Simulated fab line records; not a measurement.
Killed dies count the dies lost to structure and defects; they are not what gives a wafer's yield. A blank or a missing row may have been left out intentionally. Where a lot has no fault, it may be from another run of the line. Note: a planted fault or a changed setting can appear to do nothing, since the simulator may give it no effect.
Matching of chambers ; flow n5Finfet ; N5_DUMMY_GATE_DESCUM_20 on rieDiel-02 has 4 sister chambers
The step chemistry O2, time 6.2 s. 7 wafers are shown with their chamber, then 8 later ones without.

WAFERS WITH THEIR CHAMBER
wafer;chamber;showerheadPlenumPTorr (Torr);throttleValvePct (%)
L078.5;1;1.98;20.48
L087.1;2;2.00;20.30
L087.2;3;2.17;20.50
L087.5;3;2.17;20.49
L088.4;0;2.16;20.49
L088.5;2;2.00;20.29
L090.1;0;2.15;20.50

WAFERS WITH NO CHAMBER GIVEN
wafer;showerheadPlenumPTorr (Torr);throttleValvePct (%)
L090.2;2.00;20.31
L090.5;2.16;20.51
L092.1;2.15;20.51
L092.3;2.00;20.30
L092.4;2.16;20.52
L097.1;2.23;20.21
L097.4;2.15;20.50
L097.6;1.99;20.34

WHICH CHAMBER EACH ONE RAN IN
wafer;from the rows above;in truth
L090.2;2;2
L090.5;can't be placed: 0 or 3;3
L092.1;0;0
L092.3;2;2
L092.4;can't be placed: 0 or 3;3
L097.1;can't be placed: 3 or 0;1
L097.4;0;0
L097.6;2;2
Correctly placed: 5 of 8. Unplaceable from these rows: 3, with the true chamber sitting among the candidates in 2. Number placed wrongly: 0.
How it was worked out, from the rows above alone: a wafer's distance from a chamber is the root of the sum, over the readings, of the square of ((its reading less the chamber's mean) divided by the reading's scatter). The wafer belongs to the nearest chamber; if the next one is less than 2 further off, it can't be placed. A chamber's mean is the mean of its shown wafers. The scatter is the square root of a quotient: the sum, over the shown wafers, of each reading's squared deviation from its chamber's mean, divided by wafers minus chambers.
